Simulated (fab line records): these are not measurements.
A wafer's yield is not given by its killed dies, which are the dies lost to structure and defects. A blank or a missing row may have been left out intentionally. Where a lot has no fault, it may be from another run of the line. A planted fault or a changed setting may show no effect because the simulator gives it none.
fab line records	flow n5-finfet
record lots=6	wafers=18	last-day=18
route steps=1938 shown DUMMY_GATE@216 BEOL_M4@1111 PASSIVATION@1936
lots untouched by any fault: they come from a run of this same line in which no faults occurred
start-h: hours from the record's opening day to when the first of the lot's shown wafers began	wait-h: hours from the lot's prior step to this one	" same as the row above	L1.1+2: one row covering several wafers at once	- either no value or no given start	* or withheld: withheld	< > ~ a bound
route shown NAME@n: NAME is a module with steps in the file, n the number in the route of the first one	usual: mean/standard deviation taken from wafers without a fault	same: alike in all rows	chamber/n: place in a boat	sites: each site's reading	_std_site: the values' standard deviation	_edge_site: mean of outer sites minus mean of inner sites	radius-mm: for every site, how far away it sits from the centre of the wafer	mask NAME#n: copy n	behind: the tool/chamber that last shaped the wafer	hold: what put the lot on hold/how long, in hours/how the hold closed	device: the transistor (n, p or np) that didn't switch	end of line: the tests these same wafers got at the end of their route	for a step that has no rows: nothing shown but its recipe	killed: dies that structure and defects cost at the first sort, which is not the same as the wafer's yield	map: the dies of a wafer, with x for killed, . for not killed, _ for no die there
set.NAME: the run value of the setting; set.NAME@STEP: its run value at that earlier step	model.NAME: the simulator's own value behind a step, which no gauge read
certain route steps with their lots: each step a table, each wafer a row
services: when a tool's chamber went out of use (start-h, in hours from the record's first day, below 0 if earlier), for how many hours, and the reason
## steps
# step N5_DUMMY_GATE_PRECLEAN_46
# recipe chemistry=DIW	time-s=89.5	temp-c=23
# step N5_DUMMY_GATE_SRD_47
# recipe dry-time-s=32	dry=n2-spin	spin-rpm=1500
# step N5_DUMMY_GATE_CMP_04
# recipe material=a-Si	post-cmp-clean=alkaline-brush
# usual motor-current-A=9.8/1.2	time-to-endpoint-s=13.9/1.7
lot.wafer	tool	chamber	start-h	wait-h	motor-current-A	time-to-endpoint-s
L623.1	cmp-03	1	41.61	0.1	9.4	12.3
L623.5	"	2	"	"	10.3	11.0
L623.6	"	3	"	"	10.2	14.0
L625.4	cmp-03	2	52.81	0.0	10.4	17.5
L625.3	"	3	"	"	9.7	12.7
L625.6	"	3	"	"	9.5	13.8
L636.1	cmp-04	2	121.14	0.0	11.6	13.2
L636.4	"	3	"	"	7.8	11.3
L636.6	"	2	"	"	11.3	14.0
L637.3	cmp-03	0	125.06	0.1	8.8	13.7
L637.2	"	1	"	"	9.7	14.5
L637.6	"	0	"	"	8.6	12.9
L640.2	cmp-01	2	143.64	0.1	10.8	10.2
L640.3	"	3	"	"	8.1	15.2
L640.6	"	0	"	"	10.9	13.5
L646.3	cmp-01	0	184.51	0.0	10.9	10.4
L646.1	"	3	"	"	8.4	10.2
L646.6	"	1	"	"	10.3	13.5
# step N5_DUMMY_GATE_THK_MEAS_05
# usual thk-nm=72.1/0.94
lot.wafer	tool	chamber	start-h	wait-h	thk-nm
L623.1	film-metro-02	-	41.76	0.1	71.1
L623.5	"	-	"	"	71.9
L623.6	"	-	"	"	72.1
L625.3	film-metro-02	-	53.05	0.2	72.0
L625.4	"	-	"	"	71.3
L625.6	"	-	"	"	70.8
L636.1	film-metro-01	-	121.38	0.2	71.1
L636.4	"	-	"	"	70.4
L636.6	"	-	"	"	71.1
L637.2	film-metro-01	-	125.27	0.1	71.8
L637.3	"	-	"	"	72.0
L637.6	"	-	"	"	71.8
L640.2	film-metro-01	-	143.82	0.1	73.4
L640.3	"	-	"	"	73.8
L640.6	"	-	"	"	72.9
L646.1	film-metro-02	-	184.75	0.1	72.4
L646.3	"	-	"	"	72.6
L646.6	"	-	"	"	71.3
# step N5_DUMMY_GATE_HM_DEP_06
# recipe material=SiNx	target-thk-a=800	precursor=DCS/NH3	temp-c=700	pressure-mtorr=300	time-s=5141
# step N5_DUMMY_GATE_PECVD_30
# recipe material=SiO2	target-thk-a=550	temp-c=400	precursor=TEOS/O2	pressure-torr=6.5	rf-w=withheld	teos-flow-sccm=withheld	gas=O2	flow-sccm=2650	time-s=10.8
# step N5_DUMMY_GATE_COAT_34
# recipe resist=SOC	temp-c=250	time-s=60	spin-rpm=1500	resist-thk-nm=60
# step N5_DUMMY_GATE_COAT_35
# recipe resist=SiARC	temp-c=220	time-s=60	spin-rpm=1500	resist-thk-nm=10
# step N5_DUMMY_GATE_COAT_28
# recipe resist=underlayer	temp-c=205	time-s=60	spin-rpm=1500	resist-thk-nm=10
# step N5_DUMMY_GATE_COAT_09
# recipe resist=CAR-EUV	spin-rpm=1500	resist-thk-nm=30
# step N5_DUMMY_GATE_EBR_11
# recipe solvent=PGMEA	ebr-width-mm=1.5
# step N5_DUMMY_GATE_SOFTBAKE_10
# recipe temp-c=110	time-s=60	resist=CAR-EUV
# step N5_DUMMY_GATE_EXPOSE_12
# recipe mask-id=GATE	na=0.33	source-shape=annular	sigma-inner=0.2	sigma-outer=0.6	polarization=unpolarized	target-cd-nm=25	dose-mj=34
# usual exposure-dose-mJ-cm2=33.94/0.044
lot.wafer	tool	chamber	start-h	wait-h	mask	exposure-dose-mJ-cm2
L623.1	euv-scanner-02	0	45.92	-	GATE#0	33.87
L623.5	"	0	"	"	GATE#0	33.98
L623.6	"	0	"	"	GATE#0	33.92
L625.3	euv-scanner-01	0	57.35	-	GATE#0	34.00
L625.4	"	0	"	"	GATE#0	33.94
L625.6	"	0	"	"	GATE#0	33.99
L636.1	euv-scanner-02	0	125.68	-	GATE#0	33.30
L636.4	"	0	"	"	GATE#0	33.33
L636.6	"	0	"	"	GATE#0	33.36
L637.2	euv-scanner-02	0	129.44	-	GATE#0	33.49
L637.3	"	0	"	"	GATE#0	33.50
L637.6	"	0	"	"	GATE#0	33.50
L640.2	euv-scanner-01	0	147.99	-	GATE#0	34.00
L640.3	"	0	"	"	GATE#0	33.96
L640.6	"	0	"	"	GATE#0	34.02
L646.1	euv-scanner-01	0	189.04	-	GATE#0	33.97
L646.3	"	0	"	"	GATE#0	33.99
L646.6	"	0	"	"	GATE#0	34.00
# step N5_DUMMY_GATE_PEB_13
# recipe peb-temp-c=100	peb-time-s=60	resist=CAR-EUV
# step N5_DUMMY_GATE_DEVELOP_14
# recipe develop-time-s=30	developer=TMAH	resist=CAR-EUV	rinse-liquid=surfactant-rinse	dry=air-spin	dev-temp-c=23
# step N5_DUMMY_GATE_CD_MEAS_15
# recipe target-cd-nm=25.8	landing-energy-ev=500	detector=se-inlens
# usual cd-nm=24.98/0.21
lot.wafer	tool	chamber	start-h	wait-h	cd-nm
L623.1	cd-sem-03	0	46.05	-	24.84
L623.5	"	0	"	"	24.91
L623.6	"	0	"	"	25.24
L625.3	cd-sem-02	0	57.47	-	24.85
L625.4	"	0	"	"	24.67
L625.6	"	0	"	"	24.82
L636.1	cd-sem-01	0	125.81	-	25.32
L636.4	"	0	"	"	25.06
L636.6	"	0	"	"	25.33
L637.2	cd-sem-03	0	129.57	-	24.80
L637.3	"	0	"	"	25.19
L637.6	"	0	"	"	25.02
L640.2	cd-sem-02	0	148.11	-	25.05
L640.3	"	0	"	"	25.07
L640.6	"	0	"	"	24.99
L646.1	cd-sem-02	0	189.16	-	24.79
L646.3	"	0	"	"	24.79
L646.6	"	0	"	"	24.92
# step N5_DUMMY_GATE_OVL_MEAS_16
# recipe points-per-wafer=522
# usual GATE_OVL=-0.2/0.76
# same points-per-wafer=522
lot.wafer	tool	chamber	start-h	wait-h	GATE_OVL[nm]
L623.1	overlay-01	0	46.09	0.0	0.9
L623.5	"	0	"	"	1.2
L623.6	"	0	"	"	-0.4
L625.3	overlay-01	0	57.52	0.0	-0.1
L625.4	"	0	"	"	-0.8
L625.6	"	0	"	"	-0.8
L636.1	overlay-01	0	125.85	0.0	-0.6
L636.4	"	0	"	"	0.9
L636.6	"	0	"	"	0.6
L637.2	overlay-01	0	129.61	0.0	0.9
L637.3	"	0	"	"	-0.5
L637.6	"	0	"	"	0.2
L640.2	overlay-02	0	148.16	0.0	-0.3
L640.3	"	0	"	"	-1.5
L640.6	"	0	"	"	-1.0
L646.1	overlay-01	0	189.20	0.0	-0.3
L646.3	"	0	"	"	-0.7
L646.6	"	0	"	"	-0.7
# step N5_DUMMY_GATE_INSPECT_17
# recipe mode=adi	inspect-instrument=brightfield
# usual raw-defect-count=207/51
lot.wafer	tool	chamber	start-h	wait-h	raw-defect-count
L623.1	defect-inspect-02	-	46.15	0.1	262
L623.5	"	-	"	"	288
L623.6	"	-	"	"	223
L625.3	defect-inspect-02	-	57.57	0.0	162
L625.4	"	-	"	"	172
L625.6	"	-	"	"	174
L636.1	defect-inspect-01	-	125.91	0.1	270
L636.4	"	-	"	"	140
L636.6	"	-	"	"	166
L637.2	defect-inspect-01	-	129.67	0.1	149
L637.3	"	-	"	"	169
L637.6	"	-	"	"	104
L640.2	defect-inspect-02	-	148.21	0.0	175
L640.3	"	-	"	"	197
L640.6	"	-	"	"	255
L646.1	defect-inspect-02	-	189.26	0.1	237
L646.3	"	-	"	"	198
L646.6	"	-	"	"	191
# step N5_DUMMY_GATE_DESCUM_20
# recipe chemistry=O2	time-s=6.2	source-power-w=50	bias-power-w=20	pressure-mtorr=20	rf-frequency-hz=2.712e+07	temp-c=40	resist=CAR-EUV	o2-flow-sccm=225
# step N5_DUMMY_GATE_ETCH_29
# recipe chemistry=N2/H2	target=underlayer	target-depth-a=130	ion-energy-ev=200	pressure-mtorr=30	source-w=840	bias-w=150	n2-flow-sccm=200	h2-flow-sccm=200
# usual drypump-motor-current-A=5.87/0.3	oes-product-au=0.81/0.092	rf-vpp-V=524.9/1.4	showerhead-plenum-p-Torr=2.58/0.044	throttle-valve-pct=17.86/0.25
lot.wafer	tool	chamber	start-h	wait-h	drypump-motor-current-A	oes-product-au	rf-hours-counter-h	rf-vpp-V	showerhead-plenum-p-Torr	throttle-valve-pct
L623.1	rie-diel-05	3	46.25	0.0	6.03	0.73	186	524.8	2.64	17.90
L623.5	"	2	"	"	5.51	0.89	-	524.0	2.60	17.72
L623.6	"	1	"	"	5.87	1.00	-	524.7	2.60	17.34
L625.3	rie-diel-02	0	57.66	0.0	5.42	0.86	40	524.2	2.59	17.78
L625.4	"	1	"	"	6.40	0.77	133	525.2	2.55	18.17
L625.6	"	1	"	"	6.37	0.77	-	523.8	2.55	18.16
L636.1	rie-diel-01	2	126.01	0.0	5.49	0.69	194	526.5	2.63	18.21
L636.4	"	1	"	"	5.94	0.69	214	524.7	2.52	17.83
L636.6	"	1	"	"	5.96	0.69	-	522.3	2.52	17.86
L637.2	rie-diel-02	1	129.77	0.0	6.34	0.76	156	524.8	2.54	18.20
L637.3	"	2	"	"	6.32	0.70	247	525.2	2.60	18.19
L637.6	"	0	"	"	5.44	0.82	-	525.7	2.58	17.84
L640.2	rie-diel-05	0	148.38	0.0	6.10	0.91	33	524.1	2.59	17.96
L640.3	"	3	"	"	6.04	0.71	212	528.3	2.63	17.92
L640.6	"	2	"	"	5.49	0.83	-	525.7	2.59	17.78
L646.1	rie-diel-05	0	189.36	0.0	6.02	0.88	43	524.2	2.59	17.97
L646.3	"	2	"	"	5.48	0.82	65	524.1	2.58	17.81
L646.6	"	3	"	"	6.02	0.71	-	526.8	2.63	17.96
# step N5_DUMMY_GATE_ETCH_36
# recipe chemistry=CF4	target=SiARC	target-depth-a=130	pressure-mtorr=40	source-w=545	bias-w=36	Ar_flow_sccm=100	cf4-flow-sccm=100	ion-energy-ev=80
# usual drypump-motor-current-A=5.86/0.3	oes-product-au=0.81/0.094	rf-vpp-V=184.5/0.88	showerhead-plenum-p-Torr=2.17/0.034	throttle-valve-pct=15.58/0.23
lot.wafer	tool	chamber	start-h	wait-h	drypump-motor-current-A	oes-product-au	rf-hours-counter-h	rf-vpp-V	showerhead-plenum-p-Torr	throttle-valve-pct
L623.1	rie-diel-05	3	46.29	0.0	6.02	0.73	186	184.9	2.21	15.55
L623.5	"	2	"	"	5.48	0.89	-	185.2	2.18	15.39
L623.6	"	1	"	"	5.88	1.01	-	183.7	2.19	15.18
L625.3	rie-diel-02	0	57.70	0.0	5.43	0.86	40	183.2	2.18	15.46
L625.4	"	1	"	"	6.39	0.78	133	183.8	2.15	15.79
L625.6	"	1	"	"	6.36	0.78	-	183.3	2.15	15.80
L636.1	rie-diel-01	2	126.05	0.0	5.50	0.70	194	185.1	2.21	15.91
L636.4	"	1	"	"	5.97	0.69	214	185.1	2.12	15.70
L636.6	"	1	"	"	5.96	0.70	-	183.5	2.12	15.69
L637.2	rie-diel-02	1	129.81	0.0	6.36	0.76	156	184.9	2.14	15.84
L637.3	"	2	"	"	6.27	0.68	247	186.2	2.19	16.06
L637.6	"	0	"	"	5.44	0.82	-	185.0	2.17	15.51
L640.2	rie-diel-05	0	148.42	0.0	6.04	0.91	33	184.8	2.18	15.65
L640.3	"	3	"	"	6.02	0.71	212	185.9	2.20	15.62
L640.6	"	2	"	"	5.47	0.83	-	184.3	2.17	15.42
L646.1	rie-diel-05	0	189.40	0.0	6.09	0.88	43	185.2	2.18	15.66
L646.3	"	2	"	"	5.49	0.82	65	184.4	2.16	15.46
L646.6	"	3	"	"	6.02	0.69	-	184.3	2.20	15.63
# step N5_DUMMY_GATE_ETCH_37
# recipe chemistry=N2/H2	target=SOC	target-depth-a=600	overetch-a=300	temp-c=40	ion-energy-ev=200	pressure-mtorr=30	source-w=840	bias-w=150	n2-flow-sccm=200	h2-flow-sccm=200
# usual drypump-motor-current-A=5.9/0.3	oes-product-au=0.63/0.07	rf-vpp-V=525.0/1.6	showerhead-plenum-p-Torr=2.58/0.044	temp-c=40.00/0.12	throttle-valve-pct=17.79/0.25
lot.wafer	tool	chamber	start-h	wait-h	drypump-motor-current-A	oes-product-au	rf-hours-counter-h	rf-vpp-V	showerhead-plenum-p-Torr	temp-c	throttle-valve-pct
L623.1	rie-diel-05	3	46.33	0.0	6.0	0.58	186	527.0	2.64	40.18	17.83
L623.5	"	2	"	"	5.5	0.69	-	525.8	2.60	39.99	17.64
L623.6	"	1	"	"	5.9	0.78	-	526.0	2.60	40.07	17.30
L625.3	rie-diel-02	0	57.74	0.0	5.4	0.68	40	526.8	2.59	40.06	17.71
L625.4	"	1	"	"	6.4	0.61	133	524.6	2.55	39.93	18.08
L625.6	"	1	"	"	6.4	0.60	-	524.2	2.55	40.07	18.09
L636.1	rie-diel-01	2	126.09	0.0	5.5	0.57	194	526.7	2.63	39.94	18.13
L636.4	"	1	"	"	6.0	0.56	214	521.7	2.52	40.01	17.77
L636.6	"	1	"	"	5.9	0.55	-	521.9	2.52	39.65	17.79
L637.2	rie-diel-02	1	129.85	0.0	6.4	0.60	156	525.1	2.54	39.98	18.12
L637.3	"	2	"	"	6.3	0.55	247	525.4	2.60	40.01	18.10
L637.6	"	0	"	"	5.5	0.65	-	524.3	2.58	40.17	17.77
L640.2	rie-diel-05	0	148.46	0.0	6.1	0.70	33	525.2	2.59	40.19	17.88
L640.3	"	3	"	"	6.0	0.57	212	526.7	2.63	39.91	17.87
L640.6	"	2	"	"	5.5	0.66	-	524.7	2.59	39.91	17.70
L646.1	rie-diel-05	0	189.44	0.0	6.1	0.69	43	525.5	2.59	40.13	17.90
L646.3	"	2	"	"	5.5	0.65	65	525.0	2.58	40.21	17.71
L646.6	"	3	"	"	6.0	0.56	-	526.8	2.63	40.11	17.87
# step N5_DUMMY_GATE_STRIP_38
# recipe chemistry=N2/H2	temp-c=40	n2-flow-sccm=200	h2-flow-sccm=200	rf-frequency-hz=6e+07
# step N5_DUMMY_GATE_STRIP_39
# recipe chemistry=N2/H2	temp-c=40	n2-flow-sccm=200	h2-flow-sccm=200	rf-frequency-hz=6e+07
# step N5_DUMMY_GATE_TRIM_49
# recipe chemistry=O2	resist=SOC	time-s=29	target-cd-nm=14	source-power-w=300	bias-power-w=0	O2_flow_sccm=100	temp-c=20
# usual drypump-motor-current-A=5.7/0.46	oes-product-au=1.004/0.014	temp-c=20.01/0.1	throttle-valve-pct=8.16/0.12
lot.wafer	tool	chamber	start-h	wait-h	drypump-motor-current-A	oes-product-au	rf-hours-counter-h	temp-c	throttle-valve-pct	model.DUMMY_GATE.cd-nm
L623.1	rie-si-03	0	46.41	0.0	5.6	1.010	188	20.09	8.10	14.4
L623.5	"	2	"	"	5.2	1.000	-	20.09	8.21	14
L623.6	"	1	"	"	5.5	1.011	-	19.93	7.95	13.6
L625.3	rie-si-03	0	57.83	0.0	5.6	1.008	188	20.16	8.10	14.2
L625.4	"	2	"	"	5.1	0.998	93	20.04	8.20	14
L625.6	"	1	"	"	5.5	1.010	-	19.95	7.95	13.4
L636.1	rie-si-01	0	126.17	0.0	5.8	1.013	2	20.17	8.18	14.2
L636.4	"	2	"	"	5.5	1.022	122	19.94	8.44	14.2
L636.6	"	2	"	"	5.5	1.028	-	19.89	8.46	14
L637.2	rie-si-03	0	129.93	0.0	5.6	1.003	190	20.08	8.10	14
L637.3	"	3	"	"	6.4	1.011	7	19.97	8.21	13.8
L637.6	"	0	"	"	5.6	1.011	-	19.99	8.11	14.2
L640.2	rie-si-04	2	148.54	0.0	5.2	0.986	74	20.10	8.16	13.8
L640.3	"	1	"	"	6.4	0.992	129	20.10	8.20	14.2
L640.6	"	2	"	"	5.2	0.992	-	20.13	8.19	14.2
L646.1	rie-si-03	1	189.52	0.0	5.5	1.018	155	19.88	7.94	13.2
L646.3	"	3	"	"	6.4	1.010	8	19.96	8.22	14
L646.6	"	1	"	"	5.5	1.016	-	20.05	7.95	13.6
# step N5_DUMMY_GATE_STRIP_40
# recipe chemistry=CF4	resist=SiARC	power-w=300	bias-power-w=75	pressure-mtorr=50	cf4-flow-sccm=150	rf-frequency-hz=6e+07
# usual drypump-motor-current-A=5.9/0.34	oes-product-au=0.77/0.075	power-w=300.0/0.9	rf-vpp-V=271.6/1.2	showerhead-plenum-p-Torr=1.818/0.027	throttle-valve-pct=13.58/0.23
lot.wafer	tool	chamber	start-h	wait-h	drypump-motor-current-A	oes-product-au	power-w	rf-hours-counter-h	rf-vpp-V	showerhead-plenum-p-Torr	throttle-valve-pct
L623.1	rie-diel-01	0	46.58	0.1	6.3	0.70	299.7	210	272.6	1.852	13.54
L623.5	"	1	"	"	5.9	0.70	300.3	-	270.9	1.786	13.64
L623.6	"	2	"	"	5.5	0.72	299.8	-	272.9	1.869	13.85
L625.3	rie-diel-02	3	57.92	0.1	5.7	0.76	299.9	109	271.3	1.813	13.32
L625.4	"	1	"	"	6.3	0.75	300.1	133	271.5	1.804	13.77
L625.6	"	1	"	"	6.4	0.76	300.9	-	272.2	1.805	13.77
L636.1	rie-diel-02	1	126.27	0.1	6.4	0.74	300.4	154	271.0	1.799	13.82
L636.4	"	2	"	"	6.3	0.68	299.9	246	273.9	1.835	14.02
L636.6	"	0	"	"	5.4	0.82	301.5	-	270.3	1.820	13.45
L637.2	rie-diel-05	3	130.08	0.1	6.0	0.71	301.3	207	273.6	1.839	13.59
L637.3	"	1	"	"	5.9	0.90	300.3	25	270.8	1.830	13.17
L637.6	"	2	"	"	5.5	0.82	299.7	-	269.5	1.815	13.35
L640.2	rie-diel-05	0	148.74	0.2	6.1	0.88	297.8	33	272.1	1.828	13.57
L640.3	"	2	"	"	5.5	0.82	300.2	54	270.1	1.814	13.37
L640.6	"	3	"	"	6.0	0.70	301.2	-	272.5	1.837	13.58
L646.1	rie-diel-02	1	189.62	0.1	6.3	0.72	300.8	177	271.8	1.793	13.88
L646.3	"	2	"	"	6.3	0.93	299.7	9	272.7	1.831	13.49
L646.6	"	0	"	"	5.5	0.80	300.5	-	271.0	1.815	13.50
# step N5_BEOL_M4_RC_MEAS_101
# usual DIBL_N=36.4/1.4	DIBL_P=36.3/1.8	IOFF_N=0.163/0.024	IOFF_P=0.21/0.034	ION_N=673/11	ION_P=461/7.4	SS_N=71.6/0.52	SS_P=73.3/0.58	VT_N=249.4/2.5	VT_P=-250/3.5
lot.wafer	tool	chamber	start-h	wait-h	DIBL_N[mV/V]	DIBL_P[mV/V]	IOFF_N[nA/um]	IOFF_P[nA/um]	ION_N[uA/um]	ION_P[uA/um]	SS_N[mV/dec]	SS_P[mV/dec]	VT_N[mV]	VT_P[mV]
L623.1	prober-02	0	167.98	0.0	35.4	34.2	0.145	0.17	670	457	70.8	73.4	249.5	-256
L623.5	"	0	"	"	34.0	32.1	0.119	0.15	660	447	70.7	72.3	255.6	-256
L623.6	"	0	"	"	36.3	35.4	0.157	0.19	670	455	71.6	73.8	252.5	-253
L625.3	prober-01	0	175.48	0.3	36.0	37.0	0.159	0.22	666	460	71.7	73.3	252.2	-248
L625.4	"	0	"	"	36.0	35.9	0.148	0.21	660	459	72.2	72.9	248.3	-248
L625.6	"	0	"	"	38.1	39.2	0.187	0.26	678	467	72.2	74.2	246.8	-247
L636.1	prober-01	0	255.18	0.0	36.1	36.1	0.156	0.22	681	467	71.7	72.2	247.8	-249
L636.4	"	0	"	"	35.9	36.2	0.156	0.23	664	461	71.4	72.6	249.5	-248
L636.6	"	0	"	"	35.9	36.0	0.151	0.22	679	475	71.5	72.8	249.7	-245
L637.2	prober-01	0	258.07	0.2	36.8	36.6	0.187	0.23	675	460	71.8	73.6	248.5	-249
L637.3	"	0	"	"	37.1	37.9	0.197	0.26	678	465	72.0	73.7	247.7	-246
L637.6	"	0	"	"	34.0	34.6	0.146	0.20	676	465	71.7	73.6	250.2	-250
L640.2	prober-01	0	266.76	0.2	35.9	36.8	0.161	0.21	685	467	71.5	73.3	248.3	-249
L640.3	"	0	"	"	35.8	36.6	0.169	0.20	693	466	70.8	72.5	246.7	-248
L640.6	"	0	"	"	35.4	35.5	0.153	0.19	673	458	70.7	72.3	248.1	-251
L646.1	prober-01	0	305.94	0.0	40.2	38.5	0.211	0.29	689	475	72.2	73.4	247.9	-243
L646.3	"	0	"	"	39.1	37.0	0.180	0.26	666	461	72.6	73.1	249.2	-245
L646.6	"	0	"	"	40.0	37.8	0.204	0.29	683	471	72.2	74.0	246.8	-245
# step N5_PASSIVATION_PROBE_49
# usual defect-limited-yield=91.4/1.6	killed_at_M0_to_M3=34/12	killed_at_M4_up=13/5.2	killed-at-contacts=11/5.5	killed-at-front-end=40/13	killed-at-other=3.4/2.7	killed-dies=102/19	killed-open=66/15	killed-short=33/7.9	sort_bin_5_function=5.1/1.1	sort_bin_6_memory=3.2/0.7	sort-n-pass=1078/19	sort-yield-pct=91.4/1.6
# same gross-dies=1180	killed-at-back-side=0	sort_bin_4_leakage[%]=0	sort_bin_8_speed[%]=0
lot.wafer	tool	chamber	start-h	wait-h	defect-limited-yield[%]	killed_at_M0_to_M3	killed_at_M4_up	killed-at-contacts	killed-at-front-end	killed-at-other	killed-dies	killed-open	killed-short	sort_bin_5_function[%]	sort_bin_6_memory[%]	sort-n-pass	sort-yield-pct[%]
L637.3	prober-02	-	370.14	0.1	91.4	42	9	20	28	3	102	65	36	5.4	2.7	1078	91.4
# killed by level:class
L637.3 MOL_CONTACT_COAG:geometric-particle:open=15 BEOL_M2:geometric-particle:open=11 STI_FIN_REVEAL:geometric-particle:open=8 BEOL_M0_SAQP:geometric-particle:open=8 BEOL_M2:geometric-particle:short=7 FIN_SAQP:geometric-particle:short=6 BEOL_M0_SAQP:geometric-particle:short=6 MOL_CONTACT_COAG:geometric-particle:short=5
## services
tool	chamber	start-h	hours	kind
euv-scanner-01	-	17.74	1.9	repair
cmp-03	-	28.22	3.6	repair
cmp-03	-	32.32	1.6	repair
euv-scanner-02	-	34.10	5.8	pm
euv-scanner-01	-	40.85	1.0	pm
rie-diel-02	0	49.56	4.1	repair
euv-scanner-02	-	57.98	1.0	pm
rie-diel-05	0	72.95	3.1	repair
rie-diel-01	-	73.88	0.1	repair
euv-scanner-01	-	86.39	4.6	pm
rie-diel-05	3	94.96	1.2	repair
rie-si-03	2	96.45	3.6	repair
euv-scanner-01	-	97.00	1.0	pm
rie-si-03	2	101.51	6.0	repair
euv-scanner-01	-	103.56	1.6	repair
euv-scanner-02	-	114.13	1.0	pm
rie-si-03	1	123.48	29.9	repair
cmp-03	-	140.57	2.4	repair
rie-diel-01	3	147.65	1.5	repair
euv-scanner-01	-	153.15	1.0	pm
cmp-03	-	155.77	4.0	pm
euv-scanner-01	-	162.59	5.8	pm
euv-scanner-02	-	170.28	1.0	pm
euv-scanner-02	-	182.12	12.0	pm
## key
first-sign step=N5_DUMMY_GATE_EXPOSE_12	reading=exposure-dose-mJ-cm2	direction=down	sigmas=12	usual=33.94	struck=33.41
effect none on later readings
model-effect step=N5_DUMMY_GATE_TRIM_49	value=DUMMY_GATE.cd-nm	without=13.73	struck=14.07
met-at N5_DUMMY_GATE_EXPOSE_12
struck-wafers L636.1,L636.4,L636.6,L637.2,L637.3,L637.6
loop-trim step=N5_DUMMY_GATE_EXPOSE_12	setting=dose	lots=L637
onset-between 45.92 125.68
fault kind=process-parameter-drift	tool=euv-scanner-02	chamber=-	onset-h=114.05	steps=N5_DUMMY_GATE_EXPOSE_12	channel=dose-mj	offset=-0.55922	shape=step	acts-in=these-recipes-only	stated=34
# loop-trim: a control loop set the setting to another value than it would have without faults
